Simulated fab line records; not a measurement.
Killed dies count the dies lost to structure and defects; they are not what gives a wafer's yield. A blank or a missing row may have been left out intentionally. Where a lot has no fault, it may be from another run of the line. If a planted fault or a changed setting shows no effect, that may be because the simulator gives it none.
3 desks looking at one fault + flow n5Finfet + each desk has only its own numbers; what lay behind them comes last

## FROM THE METROLOGY DESK
Lot by lot, what the gauges showed, no matter which tool ran the lot: averages of those sampled wafers that carry a number. A lot is out of limits, marked OUT, if its mean lies more than 4 standard deviations from the usual mean; the brackets give that distance. Only the readings that lie furthest out on some lot appear, 7 of the 10 it has.
Columns: A = IOFF_N at N5_BEOL_M4_RC_MEAS_101, usual 0.157 nA/um; B = IOFF_P at N5_BEOL_M4_RC_MEAS_101, usual 0.21 nA/um; C = ION_P at N5_BEOL_M4_RC_MEAS_101, usual 465 uA/um; D = SS_N at N5_BEOL_M4_RC_MEAS_101, usual 71.3 mV/dec; E = SS_P at N5_BEOL_M4_RC_MEAS_101, usual 73.2 mV/dec; F = VT_N at N5_BEOL_M4_RC_MEAS_101, usual 249 mV; G = VT_P at N5_BEOL_M4_RC_MEAS_101, usual -250 mV
| lot  | first seen here | A     | B    | C   | D    | E    | F   | G    |
|------|-----------------|-------|------|-----|------|------|-----|------|
| L496 | day 9 19:17     | 0.178 | 0.22 | 464 | 71.3 | 73.7 | 248 | -249 |
| L499 | day 10 16:06    | 0.202 | 0.25 | 466 | 72.2 | 74.3 | 247 | -248 |
| L505 | day 11 12:04    | 0.159 | 0.21 | 472 | 71.5 | 72.6 | 247 | -249 |
| L507 | day 12 10:01    | 0.133 | 0.15 | 451 | 71.5 | 73.1 | 254 | -257 |
| L509 | day 12 12:54    | 0.145 | 0.18 | 459 | 71.4 | 72.6 | 251 | -253 |
| L511 | day 13 19:41    | 0.140 | 0.21 | 463 | 71.3 | 73.5 | 252 | -248 |
| L513 | day 14 03:41    | 0.139 | 0.21 | 473 | 71.1 | 72.7 | 251 | -250 |
| L514 | day 14 03:45    | 0.172 | 0.23 | 467 | 71.4 | 73.1 | 249 | -248 |
| L515 | day 14 09:38    | 0.148 | 0.20 | 466 | 71.4 | 73.2 | 250 | -253 |
| L516 | day 14 13:03    | 0.194 | 0.24 | 473 | 71.4 | 73.7 | 245 | -248 |
This desk found nothing out of limits on any of the 10 lots.

## THE DEFECT DESK
What the inspections along the route counted, lot by lot: means of the sampled wafers that have a number. A lot is out of limits, marked OUT, if its mean lies more than 4 standard deviations from the usual mean; the brackets give that distance.
Columns: A = rawDefectCount at N5_BEOL_M2_INSPECT_13, usual 391
| lot  | first seen here | A   |
|------|-----------------|-----|
| L496 | day 7 10:37     | 426 |
| L499 | day 7 23:00     | 411 |
| L505 | day 9 10:28     | 310 |
| L507 | day 9 18:32     | 352 |
| L509 | day 9 22:53     | 520 |
| L511 | day 10 20:04    | 431 |
| L513 | day 11 17:19    | 476 |
| L514 | day 11 22:59    | 510 |
| L515 | day 12 02:13    | 362 |
| L516 | day 12 03:30    | 345 |
This desk found nothing out of limits on any of the 10 lots.

## FOR THE TOOL OWNER'S DESK: lithoTrack-04
The tool's own readings at N5_BEOL_M2_COAT_67 (time 60 s, resist thk 60 nm): means of the sampled wafers that have a number, for each lot that ran on this tool. A lot is out of limits, marked OUT, if its mean lies more than 4 standard deviations from the usual mean; the brackets give that distance.
Columns: A = plateTempC at N5_BEOL_M2_COAT_67, usual 249.99 C; B = spinSpeedRpm at N5_BEOL_M2_COAT_67, usual 1500.0 rpm
| lot  | first seen here | A      | B                        |
|------|-----------------|--------|--------------------------|
| L496 | day 7 11:25     | 250.10 | 1500.5                   |
| L505 | day 9 10:58     | 250.04 | 1500.1                   |
| L507 | day 9 19:13     | 250.02 | 1500.2                   |
| L509 | day 9 23:23     | 250.22 | 1596.7 (+99 or more) OUT |
| L511 | day 10 20:34    | 249.95 | 1595.8 (+99 or more) OUT |
This desk finds L509, L511 out of limits, L509 being first, at day 9 23:23 (spinSpeedRpm at N5_BEOL_M2_COAT_67). In limits: L496, L505, L507.

## BROUGHT TOGETHER
On L509, L511, at day 9 23:23, an alarm was possible from the tool owner's desk.
The metrology desk saw nothing out of limits.
Nothing out of limits was seen by the defect desk.
The metrology desk holds a record of L509, L511, inside its limits.
The defect desk has L509, L511 on record, within its limits.
On lithoTrack-04, each named lot ran N5_BEOL_M2_COAT_67.

## WHAT HAD BEEN PUT IN BY THE SIMULATOR
Process parameter drift: lithoTrack-04, from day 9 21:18 on, at N5_BEOL_M2_COAT_67. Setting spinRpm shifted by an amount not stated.
Lots struck among those shown: L509, L511.
Delay in hours, fault start to first out-of-limits reading, by desk: the tool owner's desk at 2.
